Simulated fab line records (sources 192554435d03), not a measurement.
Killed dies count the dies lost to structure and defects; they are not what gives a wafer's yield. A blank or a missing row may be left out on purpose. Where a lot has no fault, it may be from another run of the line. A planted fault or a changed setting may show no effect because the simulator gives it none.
3 desks, one fault -- flow n5_finfet -- only its own numbers are on each desk; what lay behind them is given at the end

== THE DEFECT DESK ==
Lot by lot, what the route's inspections counted, given as the mean of those sampled wafers with a number. The brackets show how far a lot's mean lies from the usual mean; more than 4 standard deviations puts the lot out of limits, marked OUT.
Columns: A = raw_defect_count at N5_HKMG_FIN_INSPECT_14, usual 2.2
lot,first seen here,A
L821,day 4 00:18,2.3
L826,day 5 10:55,2.7
L827,day 5 14:49,1.3
L828,day 5 20:57,2.7
L829,day 6 02:53,2.0
L838,day 8 12:27,3.3
L840,day 8 21:58,0.3
L843,day 9 18:41,3.3
L844,day 9 20:42,1.3
Result from this desk: across the 9 lots, nothing is out of limits.

== AT THE METROLOGY DESK ==
Means of the sampled wafers that have a number, per lot and without regard to the tool the lot ran on: this is what the gauges read. The brackets show how far a lot's mean lies from the usual mean; more than 4 standard deviations puts the lot out of limits, marked OUT. Shown here are 7 of its 10 readings, the ones lying furthest out on some lot.
Columns: A = DIBL_N at N5_BEOL_M4_RC_MEAS_101, usual 36.4 mV/V; B = DIBL_P at N5_BEOL_M4_RC_MEAS_101, usual 36.4 mV/V; C = IOFF_N at N5_BEOL_M4_RC_MEAS_101, usual 0.156 nA/um; D = ION_N at N5_BEOL_M4_RC_MEAS_101, usual 675 uA/um; E = ION_P at N5_BEOL_M4_RC_MEAS_101, usual 463 uA/um; F = SS_P at N5_BEOL_M4_RC_MEAS_101, usual 73.3 mV/dec; G = VT_N at N5_BEOL_M4_RC_MEAS_101, usual 250 mV
lot,first seen here,A,B,C,D,E,F,G
L821,day 9 06:28,37.3,34.9,0.150,674,462,73.6,253
L826,day 10 07:53,34.6,36.0,0.157,676,465,72.5,248
L827,day 10 13:27,37.5,35.3,0.170,683,470,73.7,249
L828,day 10 18:31,37.6,37.5,0.159,668,458,73.8,250
L829,day 11 01:58,36.9,39.0,0.187,683,465,73.7,244
L838,day 13 13:28,37.5,36.8,0.170,686,465,73.8,248
L840,day 13 23:07,34.4,35.4,0.127,668,460,72.3,252
L843,day 14 15:42,36.6,37.2,0.168,677,470,73.8,248
L844,day 15 06:20,36.3,37.6,0.159,671,467,72.9,250
Result from this desk: across the 9 lots, nothing is out of limits.

== AT THE TOOL OWNER'S DESK: rie_diel-05 ==
The tool's own readings at N5_HKMG_FIN_ETCH_35 (etches SOC in N2/H2, target depth 215.8 nm, time 243.4 s): means of the sampled wafers that have a number, for each lot that ran on this tool. The brackets show how far a lot's mean lies from the usual mean; more than 4 standard deviations puts the lot out of limits, marked OUT.
Columns: A = chamber_pressure_mTorr at N5_HKMG_FIN_ETCH_35, usual 30.004 mTorr; B = drypump_motor_current_A at N5_HKMG_FIN_ETCH_35, usual 5.9 A; C = oes_product_au at N5_HKMG_FIN_ETCH_35, usual 0.79 a.u.; D = rf_vpp_V at N5_HKMG_FIN_ETCH_35, usual 142.0 V; E = run_length_s at N5_HKMG_FIN_ETCH_35, usual 267.0 s; F = showerhead_plenum_p_Torr at N5_HKMG_FIN_ETCH_35, usual 2.59 Torr; G = throttle_valve_pct at N5_HKMG_FIN_ETCH_35, usual 17.79 %
lot,first seen here,A,B,C,D,E,F,G
L826,day 5 11:14,29.993,6.0,0.74,142.0,274.4 (+20) OUT,2.65,17.85
L828,day 5 21:17,30.030,5.3,0.84,141.9,274.8 (+21) OUT,2.53,17.51
L838,day 8 12:47,30.003,5.7,0.76,141.2,266.9,2.57,17.69
L844,day 9 21:07,29.980,5.5,0.76,141.0,267.0,2.58,17.77
This desk's verdict: out of limits on L826, L828, starting with L826 at day 5 11:14 (run_length_s at N5_HKMG_FIN_ETCH_35). L838, L844: within limits.

== BROUGHT TOGETHER ==
On L826, L828, at day 5 11:14, an alarm was possible from the tool owner's desk.
No out-of-limits result turned up at the defect desk.
Nothing out of limits was seen by the metrology desk.
The defect desk has L826, L828 on record, within its limits.
The metrology desk holds a record of L826, L828, inside its limits.
On rie_diel-05, each named lot ran N5_HKMG_FIN_ETCH_35.

== WHAT THE SIMULATOR HAD INSERTED ==
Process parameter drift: rie_diel-05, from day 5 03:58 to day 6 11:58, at N5_HKMG_FIN_ETCH_35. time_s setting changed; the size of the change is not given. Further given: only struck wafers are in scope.
Lots struck among those shown: L826, L828.
How many hours passed from the start of the fault until each desk's first out-of-limits reading: the tool owner's desk, 7.
